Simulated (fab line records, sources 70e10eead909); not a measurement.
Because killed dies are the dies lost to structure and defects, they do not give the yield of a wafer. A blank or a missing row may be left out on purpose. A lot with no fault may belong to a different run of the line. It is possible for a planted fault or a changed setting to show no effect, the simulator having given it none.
Matching of chambers || flow nand_harc || 4 sister chambers for NHARC_A_M0_CMP_23 on cmp-04
The step polishes, t overpolish 20 s, target thk 113.75 nm. 14 wafers are shown with their chamber, then 7 later ones without.

== WAFERS WITH THEIR CHAMBER ==
{"wafer": "L076.3", "chamber": 2, "motor_current_A (A)": 12.0, "time_to_endpoint_s (s)": 30}
{"wafer": "L076.4", "chamber": 0, "motor_current_A (A)": 10.8, "time_to_endpoint_s (s)": 29}
{"wafer": "L076.5", "chamber": 1, "motor_current_A (A)": 13.0, "time_to_endpoint_s (s)": 20}
{"wafer": "L085.1", "chamber": 3, "motor_current_A (A)": 13.4, "time_to_endpoint_s (s)": 31}
{"wafer": "L085.4", "chamber": 0, "motor_current_A (A)": 10.7, "time_to_endpoint_s (s)": 33}
{"wafer": "L085.6", "chamber": 2, "motor_current_A (A)": 12.3, "time_to_endpoint_s (s)": 30}
{"wafer": "L090.1", "chamber": 1, "motor_current_A (A)": 12.7, "time_to_endpoint_s (s)": 28}
{"wafer": "L090.4", "chamber": 3, "motor_current_A (A)": 12.5, "time_to_endpoint_s (s)": 30}
{"wafer": "L090.5", "chamber": 0, "motor_current_A (A)": 11.2, "time_to_endpoint_s (s)": 32}
{"wafer": "L091.2", "chamber": 0, "motor_current_A (A)": 11.2, "time_to_endpoint_s (s)": 32}
{"wafer": "L091.4", "chamber": 2, "motor_current_A (A)": 12.4, "time_to_endpoint_s (s)": 31}
{"wafer": "L091.6", "chamber": 2, "motor_current_A (A)": 11.8, "time_to_endpoint_s (s)": 31}
{"wafer": "L093.1", "chamber": 2, "motor_current_A (A)": 12.8, "time_to_endpoint_s (s)": 30}
{"wafer": "L093.2", "chamber": 3, "motor_current_A (A)": 12.9, "time_to_endpoint_s (s)": 31}

SIGNATURES (averages over the wafers above)
{"reading": "motor_current_A", "chamber 0": 10.975, "chamber 1": 12.850, "chamber 2": 12.260, "chamber 3": 12.933, "scatter within a chamber": 0.354}
{"reading": "time_to_endpoint_s", "chamber 0": 31.50, "chamber 1": 24.00, "chamber 2": 30.40, "chamber 3": 30.67, "scatter within a chamber": 2.07}
Rule: a wafer's distance from a chamber is the root of the sum, over the readings, of the square of ((its reading less the chamber's mean) divided by the reading's scatter). If the next closest chamber is less than 2 further off than the closest, the wafer can't be placed; otherwise it belongs to the closest. The scatter: the root of (the sum of the squares of (reading less its chamber's mean) over the shown wafers, divided by (wafers less chambers)).

== WAFERS WITH NO CHAMBER GIVEN ==
{"wafer": "L093.4", "motor_current_A (A)": 11.0, "time_to_endpoint_s (s)": 32}
{"wafer": "L095.2", "motor_current_A (A)": 13.4, "time_to_endpoint_s (s)": 23}
{"wafer": "L095.3", "motor_current_A (A)": 10.9, "time_to_endpoint_s (s)": 33}
{"wafer": "L095.4", "motor_current_A (A)": 12.3, "time_to_endpoint_s (s)": 29}
{"wafer": "L097.1", "motor_current_A (A)": 12.9, "time_to_endpoint_s (s)": 32}
{"wafer": "L097.2", "motor_current_A (A)": 11.0, "time_to_endpoint_s (s)": 30}
{"wafer": "L097.3", "motor_current_A (A)": 12.7, "time_to_endpoint_s (s)": 26}

== CHAMBER TAKEN BY EACH ==
{"wafer": "L093.4", "from the rows above": 0, "in truth": 0}
{"wafer": "L095.2", "from the rows above": 1, "in truth": 1}
{"wafer": "L095.3", "from the rows above": 0, "in truth": 0}
{"wafer": "L095.4", "from the rows above": "can't be placed: 2 or 3", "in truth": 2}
{"wafer": "L097.1", "from the rows above": "can't be placed: 3 or 2", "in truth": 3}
{"wafer": "L097.2", "from the rows above": 0, "in truth": 0}
{"wafer": "L097.3", "from the rows above": "can't be placed: 1 or 3 or 2", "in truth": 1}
Placed correctly: 4 of 7. From these rows, 3 cannot be placed; in 3 the true chamber is one of the candidates. Number placed wrongly: 0.
